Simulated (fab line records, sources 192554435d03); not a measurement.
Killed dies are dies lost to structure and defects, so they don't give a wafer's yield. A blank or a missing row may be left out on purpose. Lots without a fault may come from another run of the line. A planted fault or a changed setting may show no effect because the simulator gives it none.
Split-lot experiment | flow n5_finfet | 7 lots, 21 wafers read, on a route of 1938 steps

THE SPLIT
At N5_FIN_SAQP_COAT_68 (time 60 s, resist thk 100 nm), the setting spin_rpm was moved away from the recipe's 1500 rpm on 11 of the 21 wafers read, by -9.6% to +3.7%. The other wafers ran this setting at the recipe's value.

The reading is taken at the split's own step.

THE READING
SOC_of_FIN_SAQP_COAT_68.thk_nm (the simulator's own value, which no gauge read), in nm, at N5_FIN_SAQP_COAT_68 (time 60 s, resist thk 100 nm). The file gives no usual value for it. The 10 wafers here that ran the recipe average 100.1 nm, standard deviation 0.39 nm.

wafer  | tool, chamber at the split | spin_rpm as run, rpm | against the recipe | SOC_of_FIN_SAQP_COAT_68.thk_nm, nm | against lot-mates on the recipe
L075.3 | litho_track-02, 0          | 1422                 | -5.2%              | 102.4                              | +2.7
L075.4 | litho_track-02, 0          | 1500                 | recipe             | 99.6                               | -
L075.5 | litho_track-02, 0          | 1500                 | recipe             | 99.8                               | -
L077.2 | litho_track-01, 0          | 1443                 | -3.8%              | 102.6                              | no lot-mate on the recipe
L077.3 | litho_track-01, 0          | 1443                 | -3.8%              | 102.6                              | no lot-mate on the recipe
L077.4 | litho_track-01, 0          | 1443                 | -3.8%              | 102.4                              | no lot-mate on the recipe
L080.1 | litho_track-02, 0          | 1500                 | recipe             | 100                                | -
L080.3 | litho_track-02, 0          | 1500                 | recipe             | 99.8                               | -
L080.5 | litho_track-02, 0          | 1500                 | recipe             | 99.6                               | -
L081.2 | litho_track-03, 0          | 1500                 | recipe             | 100.2                              | -
L081.5 | litho_track-03, 0          | 1556                 | +3.7%              | 98.4                               | -2.0
L081.6 | litho_track-03, 0          | 1500                 | recipe             | 100.6                              | -
L085.2 | litho_track-01, 0          | 1360                 | -9.3%              | 105.4                              | +4.6
L085.4 | litho_track-01, 0          | 1360                 | -9.3%              | 105.8                              | +5.0
L085.6 | litho_track-01, 0          | 1500                 | recipe             | 100.8                              | -
L088.1 | litho_track-01, 0          | 1356                 | -9.6%              | 105.6                              | +5.4
L088.5 | litho_track-01, 0          | 1356                 | -9.6%              | 105.4                              | +5.2
L088.6 | litho_track-01, 0          | 1500                 | recipe             | 100.2                              | -
L095.1 | litho_track-01, 0          | 1500                 | recipe             | 100.4                              | -
L095.3 | litho_track-01, 0          | 1446                 | -3.6%              | 102.2                              | +1.8
L095.6 | litho_track-01, 0          | 1446                 | -3.6%              | 102.4                              | +2.0

THE FIT
A straight line over all 21 wafers: SOC_of_FIN_SAQP_COAT_68.thk_nm changes by -0.564 nm for each +1% of spin_rpm; r = -0.99; the points scatter about the line by 0.37 nm.
The same after taking each lot's own level away (the mean of its wafers on the recipe; 18 wafers): -0.533 nm for each +1%; r = -1.00; scatter 0.16 nm.
On that fit, the largest move of spin_rpm shifts the reading by 5.1 nm.
The lots' own levels span 99.70 to 100.80 nm, that is 2.8 times the standard deviation above.
So the lot-to-lot level changes the slope little: the two slopes agree.
Check: with one of the wafers moved furthest among these (-9.6%) left out of the fit, the line predicts +5.03 nm for it against its lot-mates. It came out at +5.4 nm against them.

OTHER SPLITS ON THESE WAFERS
These wafers also went through other splits before the reading. Each is held against what the fit with the lots' levels taken away leaves over:
other split on the same wafers           | wafers away from the commonest value | r with SOC_of_FIN_SAQP_COAT_68.thk_nm (lot level and that fit taken away)
N5_ZERO_LAYER_PECVD_02 time_s            | 6                                    | +0.27
N5_PMOS_HMC_CHANNEL_EPI_COAT_31 spin_rpm | 6                                    | -0.01
N5_PMOS_HMC_CHANNEL_EPI_COAT_03 spin_rpm | 6                                    | +0.26
N5_FIN_SAQP_HM_DEP_03 time_s             | 5                                    | -0.03
N5_FIN_SAQP_EXPOSE_13 dose_mj            | 9                                    | -0.27

THE FILE'S OWN FIT
SOC_of_FIN_SAQP_COAT_68.thk_nm changes by -0.532 nm for each +1% of spin_rpm, r = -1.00.
